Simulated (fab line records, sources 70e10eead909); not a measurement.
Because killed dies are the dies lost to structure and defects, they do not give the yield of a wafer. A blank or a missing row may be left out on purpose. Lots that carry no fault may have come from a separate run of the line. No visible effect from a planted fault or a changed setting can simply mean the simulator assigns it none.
Chamber matching -- flow nand-harc -- NHARC_P_CONTACT_CMP_01 on cmp-01: 4 sister chambers
The step polishes SiO2, target thk 200 nm. 18 wafers are shown with their chamber, then 9 later ones without.

EACH WAFER AND ITS CHAMBER
wafer,chamber,motor-current-A (A),edge-zone-pressure-frac
L077.1,0,11.4,0.997
L077.2,2,10.6,1.001
L077.3,1,10.1,0.994
L078.4,2,11.3,0.997
L078.5,1,10.9,1.001
L078.6,2,10.7,0.993
L080.1,3,9.7,1.003
L080.4,1,10.4,1.005
L080.5,3,10.1,1.003
L083.3,2,11.1,1.001
L083.5,1,9.9,0.992
L083.6,0,10.8,0.992
L087.2,2,11.5,0.997
L087.3,3,10.3,1.000
L087.5,0,11.6,1.002
L090.2,3,10.4,1.007
L090.4,2,11.7,1.001
L090.5,2,11.3,1.000

SIGNATURES (averages over the wafers above)
reading,chamber 0,chamber 1,chamber 2,chamber 3,scatter within a chamber
motor-current-A,11.267,10.325,11.171,10.125,0.394
edge-zone-pressure-frac,0.99700,0.99800,0.99857,1.00325,0.00414
Rule: for a wafer and a chamber, the distance is found by dividing, reading by reading, the gap between the wafer's reading and the chamber's mean by the reading's scatter, squaring, summing and taking the root. The wafer belongs to the nearest chamber; if the next one is less than 2 further off, it can't be placed. The scatter: the root of (the sum of the squares of (reading less its chamber's mean) over the shown wafers, divided by (wafers less chambers)).

WAFERS WHOSE CHAMBER IS MISSING
wafer,motor-current-A (A),edge-zone-pressure-frac
L094.3,9.8,0.991
L094.4,10.9,0.995
L094.5,10.8,0.995
L095.2,10.3,1.004
L095.4,10.5,0.994
L095.6,11.1,1.002
L096.1,10.3,1.003
L096.3,10.2,1.003
L096.6,12.0,0.997

THE CHAMBER EACH PASSED THROUGH
wafer,from the rows above,in truth
L094.3,can't be placed: 1 or 3 or 2 or 0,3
L094.4,can't be placed: 0 or 2 or 1 or 3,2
L094.5,can't be placed: 2 or 0 or 1 or 3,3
L095.2,can't be placed: 3 or 1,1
L095.4,can't be placed: 1 or 2 or 0 or 3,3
L095.6,can't be placed: 2 or 0 or 1 or 3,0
L096.1,can't be placed: 3 or 1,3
L096.3,can't be placed: 3 or 1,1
L096.6,can't be placed: 0 or 2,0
0 of 9 placed correctly. Unplaceable from these rows: 9, with the true chamber sitting among the candidates in 9. Wrongly placed: 0.
